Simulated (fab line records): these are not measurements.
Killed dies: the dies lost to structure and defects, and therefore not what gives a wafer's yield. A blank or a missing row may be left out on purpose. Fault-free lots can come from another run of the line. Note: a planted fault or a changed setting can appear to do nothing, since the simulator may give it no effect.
Lot-split experiment -- flow n5_finfet -- route with 1938 steps; 7 lots, 39 wafers read

## THE SPLIT
At N5_MOL_CONTACT_COAG_ETCHBACK_136 (etches SiO2 in CHF3, target depth 25 nm, time 16.7 s), the setting target_depth_a was moved away from the recipe's 250 angstrom on 12 of the 39 wafers read, by -34.3% to +21.4%. All remaining wafers had this setting at the recipe value.

## THE PATH FROM SPLIT TO READING: the file shows 1 step between them
- N5_MOL_CONTACT_COAG_STRIP_120: strips in CHF3

## THE READING
MOL_CONTACT_COAG.feature_depth_nm (the simulator's own value, which no gauge read), in nm, at N5_MOL_CONTACT_COAG_VIA_ETCH_117 (etches SiO2 in C4F6/O2, target depth 40 nm, overetch 8 nm, time 26 s). The file does not state a usual value for it. Average 40.0 nm, standard deviation 0.5 nm, over the 27 wafers here run with the recipe.

wafer,"tool, chamber at the split","target_depth_a as run, angstrom",against the recipe,"MOL_CONTACT_COAG.feature_depth_nm, nm",against lot-mates on the recipe
L074.1,"rie_diel-04, 0,1",250,recipe,39.2,-
L074.2,"rie_diel-04, 0,1",250,recipe,40.2,-
L074.6,"rie_diel-04, 1",250,recipe,40,-
L075.1,"rie_diel-02, 1,0,3",250,recipe,39.6,-
L075.2,"rie_diel-02, 1,0,3",250,recipe,39.6,-
L075.3,"rie_diel-02, 1,0,3",250,recipe,40,-
L075.4,"rie_diel-02, 2,0",303.4,+21.4%,36,-3.7
L075.5,"rie_diel-02, 3",303.4,+21.4%,34.6,-5.1
L075.6,"rie_diel-02, 2,0",303.4,+21.4%,34.4,-5.3
L080.1,"rie_diel-02, 0,1,0",197.4,-21.0%,44.8,+4.3
L080.2,"rie_diel-02, 2",250,recipe,41.4,-
L080.3,"rie_diel-02, 0,1,0",197.4,-21.0%,44.8,+4.3
L080.4,"rie_diel-02, 3",250,recipe,40.2,-
L080.5,"rie_diel-02, 0,1,0",197.4,-21.0%,44.8,+4.3
L080.6,"rie_diel-02, 3",250,recipe,40,-
L084.1,"rie_diel-04, 1,0,2,3,2",250,recipe,40.6,-
L084.2,"rie_diel-04, 3",250,recipe,41,-
L084.3,"rie_diel-04, 1,0,2,3,2",250,recipe,40.2,-
L084.4,"rie_diel-04, 1,0,2,3,2",250,recipe,40.2,-
L084.5,"rie_diel-04, 1,0,2,3,2",250,recipe,41,-
L084.6,"rie_diel-04, 1,0,2,3,2",250,recipe,39.6,-
L086.1,"rie_diel-01, 2",164.3,-34.3%,48,+8.0
L086.2,"rie_diel-01, 1,3",164.3,-34.3%,47.4,+7.4
L086.3,"rie_diel-01, 3,0,0",250,recipe,39.8,-
L086.4,"rie_diel-01, 3,0,0",250,recipe,40,-
L086.5,"rie_diel-01, 3,0,0",250,recipe,40.2,-
L086.6,"rie_diel-01, 1,3",164.3,-34.3%,48.2,+8.2
L088.1,"rie_diel-01, 0,3,2,1",250,recipe,39.8,-
L088.2,"rie_diel-01, 0,3,2,1",250,recipe,39.6,-
L088.3,"rie_diel-01, 0,3,2,1",250,recipe,39.6,-
L088.4,"rie_diel-01, 0,3,2,1",250,recipe,39.8,-
L088.5,"rie_diel-01, 0,1",250,recipe,39.8,-
L088.6,"rie_diel-01, 0,1",250,recipe,39.8,-
L090.1,"rie_diel-01, 3,0",201.2,-19.5%,44.4,+4.8
L090.2,"rie_diel-01, 3,0",201.2,-19.5%,44.6,+5.0
L090.3,"rie_diel-01, 1,0,3",250,recipe,39.8,-
L090.4,"rie_diel-01, 2",201.2,-19.5%,44.8,+5.2
L090.5,"rie_diel-01, 1,0,3",250,recipe,39.6,-
L090.6,"rie_diel-01, 1,0,3",250,recipe,39.4,-
If several chambers appear in one row, that row covers several wafers at once and the file leaves open which wafer was in which chamber.

FIT RESULTS
A straight line over all 39 wafers: MOL_CONTACT_COAG.feature_depth_nm changes by -0.231 nm for each +1% of target_depth_a; r = -0.99; the points scatter about the line by 0.49 nm.
The same after taking each lot's own level away (the mean of its wafers on the recipe; 39 wafers): -0.227 nm for each +1%; r = -0.99; scatter 0.44 nm.
Per that fit: largest target_depth_a move, reading shift of 7.8 nm.
Measured against the standard deviation above, the lots' own levels, which go from 39.60 to 40.53 nm, span 1.9 times it.
Hence the lot-to-lot level has little effect on the slope; both slopes agree.
Check: with one of the wafers moved furthest among these (-34.3%) left out of the fit, the line predicts +7.76 nm for it against its lot-mates. It came out at +8 nm against them.

## THESE WAFERS: OTHER SPLITS
Other splits were also applied to these wafers ahead of the reading. Each is held against what the fit with the lots' levels taken away leaves over:
other split on the same wafers,wafers away from the commonest value,r with MOL_CONTACT_COAG.feature_depth_nm (lot level and that fit taken away)
N5_ZERO_LAYER_DEVELOP_10 develop_time_s,9,-0.21
N5_SD_EPI_N_ETCH_16 target_depth_a,9,+0.27

## THE WHOLE CHAIN: every reading that the file lists as answering this split, in the file's order
step,what it does,reading,change (the file's fit),r (the file's)
N5_MOL_CONTACT_COAG_ETCHBACK_136,"etches SiO2 in CHF3, target depth 25 nm, time 16.7 s","SOC_of_MOL_CONTACT_COAG_COAT_62.thk_nm (the simulator's own value, which no gauge read)",-0.0276 nm for each +1% of the setting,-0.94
N5_MOL_CONTACT_COAG_VIA_ETCH_117,"etches SiO2 in C4F6/O2, target depth 40 nm, overetch 8 nm, time 26 s","etch.depth_nm (the simulator's own value, which no gauge read)",-0.228 nm for each +1% of the setting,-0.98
N5_MOL_CONTACT_COAG_VIA_ETCH_117,"etches SiO2 in C4F6/O2, target depth 40 nm, overetch 8 nm, time 26 s","MOL_CONTACT_COAG.feature_depth_nm (the simulator's own value, which no gauge read)",-0.227 nm for each +1% of the setting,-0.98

## FILE'S OWN FIT
MOL_CONTACT_COAG.feature_depth_nm changes by -0.227 nm for each +1% of target_depth_a, r = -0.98.
